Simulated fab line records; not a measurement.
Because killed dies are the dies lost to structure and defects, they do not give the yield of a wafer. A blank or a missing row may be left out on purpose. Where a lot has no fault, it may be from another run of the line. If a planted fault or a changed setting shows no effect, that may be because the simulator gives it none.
2 desks, one fault + flow nand-harc + what lay behind the numbers comes last; until then each desk has only its own

## THE METROLOGY DESK
What the gauges read, lot by lot, whatever tool the lot ran on: means of the sampled wafers that have a number. Marked OUT: a lot whose mean sits more than 4 standard deviations from the usual mean, which makes it out of limits; the brackets give that distance.
Columns: A = thk-nm at NHARC_A_SOURCE_PLATE_THK_MEAS_09, usual 9.7 nm; B = thk-nm at NHARC_A_ONON_D1_THK_MEAS_21, usual 1000 nm
| lot  | first seen here | A    | B    |
|------|-----------------|------|------|
| L573 | day 7 07:15     | 9.6  | 988  |
| L574 | day 7 22:32     | 9.8  | 1002 |
| L576 | day 8 08:02     | 9.6  | 997  |
| L577 | day 9 04:17     | 9.3  | 1008 |
| L578 | day 9 04:17     | 9.8  | 1007 |
| L582 | day 10 22:28    | 9.1  | 1005 |
| L583 | day 11 07:08    | 10.0 | 1031 |
| L589 | day 13 21:56    | 10.1 | 1004 |
| L590 | day 14 07:03    | 9.7  | 982  |
| L591 | day 14 14:52    | 9.8  | 1010 |
| L592 | day 15 01:52    | 9.0  | 1003 |
| L594 | day 15 17:10    | 9.5  | 1012 |
| L595 | day 16 09:50    | 9.2  | 1013 |
| L596 | day 16 15:56    | 9.6  | 993  |
Finding of this desk: none of the 14 lots has anything out of limits.

## AT THE TOOL OWNER'S DESK: pecvd-onon-04
The tool's own readings at NHARC_A_ONON_D1_DEP_19 (target thk 1000 nm): means of the sampled wafers that have a number, for each lot that ran on this tool. Marked OUT: a lot whose mean sits more than 4 standard deviations from the usual mean, which makes it out of limits; the brackets give that distance.
Columns: A = susceptor-temp-C at NHARC_A_ONON_D1_DEP_19, usual 400.01 C
| lot  | first seen here | A      |
|------|-----------------|--------|
| L573 | day 8 08:22     | 400.03 |
| L577 | day 10 03:56    | 399.98 |
| L582 | day 12 01:47    | 400.03 |
| L583 | day 12 06:40    | 399.92 |
| L590 | day 15 11:05    | 400.26 |
| L594 | day 16 20:57    | 399.97 |
Finding of this desk: none of the 6 lots has anything out of limits.

## PUT TOGETHER
From the metrology desk's view, nothing was out of limits.
The desk of the tool owner found nothing out of limits.

## WHAT HAD BEEN PUT IN BY THE SIMULATOR
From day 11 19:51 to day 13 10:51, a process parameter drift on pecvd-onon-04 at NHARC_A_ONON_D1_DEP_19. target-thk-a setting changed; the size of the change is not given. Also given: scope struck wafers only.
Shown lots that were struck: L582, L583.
